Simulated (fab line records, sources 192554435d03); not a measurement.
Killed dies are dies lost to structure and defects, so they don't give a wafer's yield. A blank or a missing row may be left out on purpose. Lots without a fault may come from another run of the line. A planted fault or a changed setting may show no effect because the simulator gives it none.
Which tool did it? | flow n5_finfet | 6 lots, 18 wafers sampled, at 3 steps of a route of 1938

WHAT THE GAUGES READ, wafer by wafer
N5_BEOL_M13_OVL_MEAS_29.
lot  | measured     | on         | M13_OVL (nm)
L294 | day 11 19:31 | overlay-02 | -1 -4 4
L300 | day 13 16:20 | overlay-01 | -5 -3 -1
L302 | day 14 20:50 | overlay-01 | 4 3 3
L306 | day 15 02:49 | overlay-02 | -7 -3 -11
L310 | day 16 14:00 | overlay-02 | -8 -6 -6
L312 | day 16 23:32 | overlay-01 | 3 -5 -6

WHICH TOOL RAN EACH LOT (tool, then ch and the chambers of the sampled wafers, then the start)
lot  | N5_BEOL_M12_SPUTTER_45       | N5_BEOL_M13_COAT_22
L294 | pvd_sputter-01, day 11 15:58 | litho_track-02 ch 0, day 11 19:11
L300 | pvd_sputter-01, day 13 13:15 | litho_track-03 ch 0, day 13 15:55
L302 | pvd_sputter-01, day 14 18:13 | litho_track-04 ch 0, day 14 20:32
L306 | pvd_sputter-02, day 15 00:13 | litho_track-04 ch 0, day 15 02:23
L310 | pvd_sputter-03, day 16 11:16 | litho_track-02 ch 0, day 16 13:34
L312 | pvd_sputter-03, day 16 20:55 | litho_track-02 ch 0, day 16 23:14
- N5_BEOL_M12_SPUTTER_45: material Cu, target thk 80 nm, time 13.33 s.
- N5_BEOL_M13_COAT_22: resist thk 300 nm.

THE ANSWER, worked out from the rows above alone
Rule: what is usual is taken from the lots themselves. Put in order of their means at a reading, lots are off if they are a third of the lots or fewer, leave a main group of 4 or more, and stand apart from it by a gap of 3 or more times the standard deviation of the main group's means; of several such gaps the widest counts. A main group whose means are all the same, to the digits that the tables above print for the reading, isn't used. A lot without any number at a reading at which 4 lots or more have one is off too. The other lots that the step has rows for count as sound.
No lot is off at any reading shown: from this, nothing can be told.

WHAT THE SIMULATOR HAD PUT IN
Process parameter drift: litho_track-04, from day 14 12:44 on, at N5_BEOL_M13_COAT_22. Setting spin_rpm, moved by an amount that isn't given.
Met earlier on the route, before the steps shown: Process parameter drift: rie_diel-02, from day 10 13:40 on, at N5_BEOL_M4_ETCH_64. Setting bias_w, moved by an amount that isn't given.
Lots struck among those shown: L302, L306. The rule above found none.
